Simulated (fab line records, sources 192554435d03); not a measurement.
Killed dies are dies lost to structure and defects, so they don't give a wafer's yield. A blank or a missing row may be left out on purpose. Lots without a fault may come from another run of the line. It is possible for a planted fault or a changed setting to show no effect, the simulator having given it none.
Chamber matching    flow n5-finfet    3 sister chambers for N5_BEOL_M5_CURE_80 on uv-cure-02
The step cures SiCOH lowk, time 120 s. 30 wafers are shown with their chamber, then 12 later ones without.

WAFERS PAIRED WITH THEIR CHAMBERS
wafer   chamber  wafer_temp_C_max  lamp-power-pct (%)
L075.1  1        372.4             52.35
L075.3  1        371.9             52.34
L075.6  1        372.4             52.40
L079.1  0        371.6             52.26
L079.4  0        371.6             52.38
L079.5  0        371.0             52.34
L080.2  0        372.1             52.33
L080.3  0        372.3             52.33
L080.5  0        371.9             52.31
L081.2  1        372.0             52.24
L081.3  1        372.0             52.29
L081.6  1        371.5             52.31
L082.1  0        371.9             52.37
L082.4  0        371.4             52.32
L082.5  0        371.9             52.37
L083.1  2        373.0             52.24
L083.3  2        373.2             52.35
L083.4  2        372.6             52.25
L084.1  1        372.4             52.38
L084.3  1        372.0             52.21
L084.6  1        371.8             52.30
L086.3  1        371.8             52.22
L086.5  1        372.2             52.34
L086.6  1        372.4             52.29
L087.1  0        371.0             52.29
L087.3  0        371.6             52.34
L087.5  0        371.6             52.37
L094.1  0        371.8             52.31
L094.2  0        371.7             52.32
L094.4  0        371.9             52.37

SIGNATURES, as means of the wafers listed above
reading           chamber 0  chamber 1  chamber 2  scatter within a chamber
wafer_temp_C_max  371.687    372.067    372.933    0.331
lamp-power-pct    52.3340    52.3058    52.2800    0.0486
Rule: a wafer's distance from a chamber is the root of the sum, over the readings, of the square of ((its reading less the chamber's mean) divided by the reading's scatter). If the next closest chamber is less than 2 further off than the closest, the wafer can't be placed; otherwise it belongs to the closest. How the scatter is found: for the shown wafers, subtract from each reading the mean of its chamber, square and add these, divide the total by (wafers less chambers), then take the root.

WAFERS MISSING THEIR CHAMBER
wafer   wafer_temp_C_max  lamp-power-pct (%)
L094.3  371.6             52.35
L094.5  372.1             52.38
L094.6  371.9             52.26
L095.1  371.0             52.39
L095.4  371.3             52.27
L095.5  371.5             52.31
L095.2  371.7             52.32
L095.3  372.0             52.39
L095.6  372.2             52.30
L096.3  371.5             52.33
L096.4  372.0             52.35
L096.5  371.4             52.28

WHICH CHAMBER EACH ONE RAN IN
wafer   from the rows above           in truth
L094.3  can't be placed: 0 or 1       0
L094.5  can't be placed: 1 or 0 or 2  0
L094.6  can't be placed: 1 or 0       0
L095.1  can't be placed: 0 or 1       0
L095.4  can't be placed: 0 or 1       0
L095.5  can't be placed: 0 or 1       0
L095.2  can't be placed: 0 or 1       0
L095.3  can't be placed: 0 or 1       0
L095.6  can't be placed: 1 or 0 or 2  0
L096.3  can't be placed: 0 or 1       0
L096.4  can't be placed: 1 or 0       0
L096.5  can't be placed: 0 or 1       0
Placed correctly: 0 of 12. These rows do not allow placing 12 (true chamber among the candidates in 12). Number placed wrongly: 0.
